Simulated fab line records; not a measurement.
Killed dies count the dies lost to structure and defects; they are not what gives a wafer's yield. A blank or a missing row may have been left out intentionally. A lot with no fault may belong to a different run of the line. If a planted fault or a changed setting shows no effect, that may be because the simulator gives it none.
Struck lot and sound lot, side by side ; flow nand_harc ; 11 steps out of a route of 1302
Sound: the wafers L594.1, L594.3, L594.5. Wafers struck: L600.1, L600.3, L600.4. The cause comes at the end.
Each step with rows lists, per side, the tool, then ch with its chambers, then its first start. Under that, the readings that differ: sound wafers ; struck wafers ; difference of the means ; sigmas: that difference in standard deviations of wafers without a fault.
alike: same words and numbers on both sides, and readings whose means sit less than 2 such deviations apart. not compared: any withheld reading, any reading some wafer has no value for, any bound like >300 that may hide the same value, and any number with overlapping values for which the record gives no deviation.
Wherever a step has rows on one side only, a row that says differs or no value, or a row with sigmas, the two part there. When numbers do not overlap yet have no deviation, they are printed without sigmas and do not part them. A reading missing from all wafers of one side parts the sides only when that side holds two or more wafers.

first, 1 step without rows for these wafers: NHARC_A_WL_FILL_CVD_23 (deposits poly-Si, target thk 40 nm, time 800 s).
NHARC_A_WL_FILL_ETCHBACK_26: etches the open film in HBr, target depth 52 nm, time 13.3 s.
  sound on rie_si-04 ch 1,2,3, day 23 16:01; struck on rie_si-05 ch 1,2,3, day 25 23:01
  alike: drypump_motor_current_A, hbr_flow_sccm, oes_product_au, rf_fwd_power_W, throttle_valve_pct
  not compared: rf_hours_counter_h
then, 2 steps without rows for these wafers: NHARC_A_WL_FILL_PRECLEAN_30 (cleans in dHF, time 10 s); NHARC_A_WL_FILL_SRD_14.
NHARC_A_WL_FILL_ALD_19: deposits TiN, target thk 2 nm, pulse time 3 s, ald cycles 100.
  sound on ald_metal-04 ch 0,3, day 23 16:19; struck on ald_metal-01 ch 0,2,3, day 25 23:17
  alike: heater_power_w, precursor_pulse_height_rel
NHARC_A_WL_FILL_CVD_20: deposits W, target thk 100 nm, time 74 s.
  sound: cvd_w-01 ch 0; struck: cvd_w-01 ch 0,1
  alike: heater_power_w, mfc_h2_sccm, throttle_valve_pct
NHARC_A_WL_FILL_CMP_12: polishes, t overpolish 30 s, target thk 100 nm.
  sound on cmp-03 ch 1,2, day 23 16:42; struck on cmp-04 ch 0,1,3, day 25 23:40
  alike: motor_current_A, overpolish_run_s, time_to_endpoint_s
following that, these wafers have no rows for 1 step: NHARC_A_WL_FILL_SRD_31.
NHARC_A_WL_FILL_INSPECT_15:
  sound on defect_inspect-02, day 23 17:11; struck on defect_inspect-01, day 26 00:07
  alike: raw_defect_count
NHARC_A_CONTACT_DEP_24: deposits SiO2, target thk 500 nm.
  sound on pecvd-01 ch 0,1,2, day 23 17:20; struck on pecvd-04 ch 0,2, day 26 00:31
  no value came back on the struck wafers for any of 5 readings (chamber_pressure_Torr (Torr), flow_sccm (sccm) and others); on the sound wafers chamber_pressure_Torr (Torr) reads 6.500 6.506 6.508
-- the record jumps here: 3 days lie between the struck wafers' starts before and after (it left off in module A_CONTACT and takes up again in module END, whose first step shown is number 1302 of the route) --
NHARC_END_SORT_01:
  here the record holds rows for the struck wafers (prober-01 ch 0, day 29 08:57) but none for the sound ones

== WHERE THEY PART ==
Earliest at NHARC_A_CONTACT_DEP_24; latest, in this record, at NHARC_END_SORT_01.

WHY: whatever the simulator had introduced
Beginning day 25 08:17, the whole step at NHARC_A_CONTACT_DEP_24 was skipped on pecvd-04. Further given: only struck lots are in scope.
